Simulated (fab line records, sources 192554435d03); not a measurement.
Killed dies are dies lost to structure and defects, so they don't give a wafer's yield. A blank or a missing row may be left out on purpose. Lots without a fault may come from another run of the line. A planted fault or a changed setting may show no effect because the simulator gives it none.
Split-lot experiment | flow n5_finfet | 7 lots, 21 wafers read, on a route of 1938 steps

THE SPLIT
At N5_BEOL_M3_ETCH_64 (etches SOC in N2/H2, target depth 75 nm, overetch 15 nm, time 112.5 s), the setting time_s was moved away from the recipe's 112.5 s on 9 of the 21 wafers read, by -10.7% to +14.8%. The other wafers ran this setting at the recipe's value.

FROM THE SPLIT TO THE READING: what the file shows between them, 3 steps
- N5_BEOL_M3_STRIP_65: strips in N2/H2
- N5_BEOL_M3_STRIP_75: strips in N2/H2
- N5_BEOL_M3_STRIP_66: strips in CF4

THE READING
etch.depth_nm (the simulator's own value, which no gauge read), in nm, at N5_BEOL_M3_HM_OPEN_17 (chemistry Cl2/BCl3, target TiN, target depth 20 nm, overetch 6 nm). The file gives no usual value for it. The 12 wafers here that ran the recipe average 20.17 nm, standard deviation 0.26 nm.

wafer  | tool, chamber at the split | time_s as run, s | against the recipe | etch.depth_nm, nm | against lot-mates on the recipe
L074.1 | rie_diel-05, 3             | 122.5            | +8.9%              | 19.23             | -0.37
L074.2 | rie_diel-05, 2             | 122.5            | +8.9%              | 19.01             | -0.59
L074.3 | rie_diel-05, 1             | 112.5            | recipe             | 19.6              | -
L083.2 | rie_diel-05, 3             | 129.1            | +14.8%             | 17.9              | -1.97
L083.3 | rie_diel-05, 2             | 112.5            | recipe             | 19.87             | -
L083.6 | rie_diel-05, 3             | 129.1            | +14.8%             | 18.02             | -1.85
L090.3 | rie_diel-01, 1             | 112.5            | recipe             | 20.46             | -
L090.4 | rie_diel-01, 2             | 112.5            | recipe             | 20.25             | -
L090.5 | rie_diel-01, 2             | 126.6            | +12.5%             | 18.82             | -1.54
L092.1 | rie_diel-01, 0             | 112.5            | recipe             | 19.8              | -
L092.2 | rie_diel-01, 2             | 112.5            | recipe             | 20.31             | -
L092.3 | rie_diel-01, 3             | 112.5            | recipe             | 20.35             | -
L089.1 | rie_diel-01, 3             | 100.5            | -10.7%             | 20.24             | +0.11
L089.2 | rie_diel-01, 2             | 100.5            | -10.7%             | 20.19             | +0.06
L089.3 | rie_diel-01, 0             | 112.5            | recipe             | 20.13             | -
L093.3 | rie_diel-05, 0,1           | 112.5            | recipe             | 20.27             | -
L093.4 | rie_diel-05, 0,1           | 112.5            | recipe             | 20.27             | -
L093.5 | rie_diel-05, 0             | 112.5            | recipe             | 20.5              | -
L095.4 | rie_diel-05, 1             | 112.5            | recipe             | 20.25             | -
L095.5 | rie_diel-05, 0,1           | 124.1            | +10.3%             | 19.19             | -1.06
L095.6 | rie_diel-05, 0,1           | 124.1            | +10.3%             | 19.32             | -0.93
Where a row lists several chambers, the file gives one row for several wafers and doesn't say which wafer went through which chamber.

THE FIT
A straight line over all 21 wafers: etch.depth_nm changes by -0.0914 nm for each +1% of time_s; r = -0.85; the points scatter about the line by 0.42 nm.
The same after taking each lot's own level away (the mean of its wafers on the recipe; 21 wafers): -0.0816 nm for each +1%; r = -0.86; scatter 0.36 nm.
On that fit, the largest move of time_s shifts the reading by 1.2 nm.
The lots' own levels span 19.600 to 20.355 nm, that is 2.9 times the standard deviation above.
So the lot-to-lot level changes the slope: the two fits differ.
Check: with one of the wafers moved furthest among these (+14.8%) left out of the fit, the line predicts -1.22 nm for it against its lot-mates. It came out at -1.97 nm against them.

OTHER SPLITS ON THESE WAFERS
These wafers also went through other splits before the reading. Each is held against what the fit with the lots' levels taken away leaves over:
other split on the same wafers            | wafers away from the commonest value | r with etch.depth_nm (lot level and that fit taken away)
N5_GATE_CUT_COAT_27 spin_rpm              | 3                                    | +0.14
N5_MOL_CONTACT_COAG_ETCH_105 bias_w       | 7                                    | +0.17
N5_MOL_CONTACT_COAG_COAT_62 spin_rpm      | 8                                    | +0.05
N5_BEOL_M0_TRENCH_ETCH_107 target_depth_a | 7                                    | -0.16
N5_BEOL_M1_ETCH_64 time_s                 | 7                                    | -0.32
N5_BEOL_M2_DESCUM_16 time_s               | 6                                    | -0.08
N5_BEOL_M2_ETCH_64 bias_w                 | 2                                    | +0.21
N5_BEOL_M2_SPUTTER_48 time_s              | 10                                   | +0.64

THE WHOLE CHAIN: every reading that the file lists as answering this split, in the file's order
step                  | what it does                                                          | reading                                                                          | change (the file's fit)                | r (the file's)
N5_BEOL_M3_ETCH_64    | etches SOC in N2/H2, target depth 75 nm, overetch 15 nm, time 112.5 s | SiARC_of_BEOL_M3_COAT_62.thk_nm (the simulator's own value, which no gauge read) | -0.0548 nm for each +1% of the setting | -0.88
N5_BEOL_M3_HM_OPEN_17 | chemistry Cl2/BCl3, target TiN, target depth 20 nm, overetch 6 nm     | etch.depth_nm (the simulator's own value, which no gauge read)                   | -0.0932 nm for each +1% of the setting | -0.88

THE FILE'S OWN FIT
etch.depth_nm changes by -0.0932 nm for each +1% of time_s, r = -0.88.
